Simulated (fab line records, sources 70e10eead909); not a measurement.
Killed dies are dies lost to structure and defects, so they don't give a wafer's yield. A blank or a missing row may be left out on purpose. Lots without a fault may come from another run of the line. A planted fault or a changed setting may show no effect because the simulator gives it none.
A struck lot beside a sound one | flow nand_harc | 21 steps out of a route of 1159
Sound: wafers L832.1, L832.4, L832.6. Struck: wafers L850.3, L850.4, L850.6. The cause comes at the end.
At each step with rows: each side's tool, then ch and its chambers, then its first start. Under that, the readings that differ: sound wafers | struck wafers | difference of the means | sigmas: that difference in standard deviations of wafers without a fault.
alike: readings whose means differ by less than 2 such deviations, and words and numbers that are the same on both sides. not compared: withheld readings, readings that some wafer has no value for, bounds like >300 that may hide the same value, and numbers for which the record gives no deviation and whose values overlap.
The two part at a step that has a row with sigmas, a row that says differs or no value, or rows on one side only. Numbers that don't overlap but have no deviation are shown without sigmas and don't part them. A reading that every wafer of one side lacks parts them only if that side has two wafers or more.

NHARC_A_BLC_CMP_25: polishes, t overpolish 30 s, target thk 150 nm.
  sound on cmp-01 ch 0,1,3, day 17 14:53; struck on cmp-02 ch 1,2, day 22 01:59
  alike: motor_current_A, overpolish_run_s, time_to_endpoint_s
then, 1 step without rows for these wafers: NHARC_A_BLC_SRD_27.
NHARC_A_BLC_INSPECT_28:
  sound on defect_inspect-01, day 17 15:17; struck on defect_inspect-02, day 22 02:23
  alike: raw_defect_count
then, 8 steps without rows for these wafers: NHARC_A_M0_DEP_00 (deposits SiOC, target thk 150 nm); NHARC_A_M0_DEHYDRATE_01 (time 120 s); NHARC_A_M0_HMDS_02 (time 30 s); NHARC_A_M0_COAT_33 (time 65 s); NHARC_A_M0_COAT_03 (resist thk 90 nm); NHARC_A_M0_SOFTBAKE_04 (time 55 s); NHARC_A_M0_EBR_05; NHARC_A_M0_EXPOSE_06 (exposes mask A M0, target cd 80 nm).
NHARC_A_M0_PEB_07: peb time 65 s.
  sound on litho_track-04 ch 0, day 17 16:07; struck on litho_track-06 ch 0, day 22 03:14
  alike: exhaust_pa
then, 1 step without rows for these wafers: NHARC_A_M0_DEVELOP_08 (develop time 35 s).
NHARC_A_M0_CD_MEAS_09: target cd 80 nm.
  sound on cd_sem-03 ch 0, day 17 16:12; struck on cd_sem-02 ch 0, day 22 03:19
  reading    | sound          | struck         | difference | sigmas
  cd_nm (nm) | 80.2 79.9 79.4 | 92.9 93.7 93.7 | +13.6      | +18
NHARC_A_M0_OVL_MEAS_10: pitch 160 nm.
  sound on overlay-02, day 17 16:17; struck on overlay-02, day 22 03:24
  alike: overlay_x_nm, overlay_y_nm
NHARC_A_M0_INSPECT_11:
  sound on defect_inspect-01, day 17 16:19; struck on defect_inspect-02, day 22 03:26
  reading          | sound    | struck   | difference | sigmas
  raw_defect_count | 20 18 13 | 56 56 61 | +41        | +3
NHARC_A_M0_DESCUM_14: chemistry O2, time 3 s.
  sound on rie_diel-12 ch 0,1,2, day 17 16:23; struck on rie_diel-03 ch 1,3, day 22 03:31
  reading               | sound             | struck            | difference | sigmas
  model.A_M0.cd_nm (nm) | 80.72 79.31 79.66 | 92.45 93.49 93.49 | +13.25     |
  alike: drypump_motor_current_A, oes_product_au, rf_vpp_V, showerhead_plenum_p_Torr, throttle_valve_pct
  not compared: rf_hours_counter_h
NHARC_A_M0_ETCH_34: etches the open film in N2/H2, target depth 40 nm, overetch 12 nm, time 43.94 s.
  sound on rie_diel-12 ch 0,1, day 17 16:29; struck on rie_diel-03 ch 0,2, day 22 03:35
  alike: drypump_motor_current_A, oes_product_au, rf_vpp_V, showerhead_plenum_p_Torr, throttle_valve_pct
  not compared: rf_hours_counter_h
NHARC_A_M0_ETCH_15: etches the open film in C4F8/Ar, target depth 150 nm, overetch 15 nm, time 82.5 s.
  sound on rie_diel-12 ch 1,2,3; struck on rie_diel-03 ch 0,1,2
  reading               | sound             | struck            | difference | sigmas
  model.A_M0.cd_nm (nm) | 80.49 79.35 79.27 | 92.61 93.37 93.99 | +13.62     |
  alike: oes_product_au, rf_vpp_V
  not compared: rf_hours_counter_h
NHARC_A_M0_CD_MEAS_16:
  sound on cd_sem-03, day 17 16:41; struck on cd_sem-03, day 22 03:49
  reading    | sound          | struck         | difference | sigmas
  cd_nm (nm) | 80.4 79.4 79.1 | 92.4 93.4 93.4 | +13.4      | +17
NHARC_END_SORT_01:
  the record has rows for the struck wafers here (prober-01 ch 0, day 24 01:21) and none for the sound ones

WHERE THEY PART
First at NHARC_A_M0_CD_MEAS_09; last, within this record, at NHARC_END_SORT_01.

WHY: what the simulator had put in
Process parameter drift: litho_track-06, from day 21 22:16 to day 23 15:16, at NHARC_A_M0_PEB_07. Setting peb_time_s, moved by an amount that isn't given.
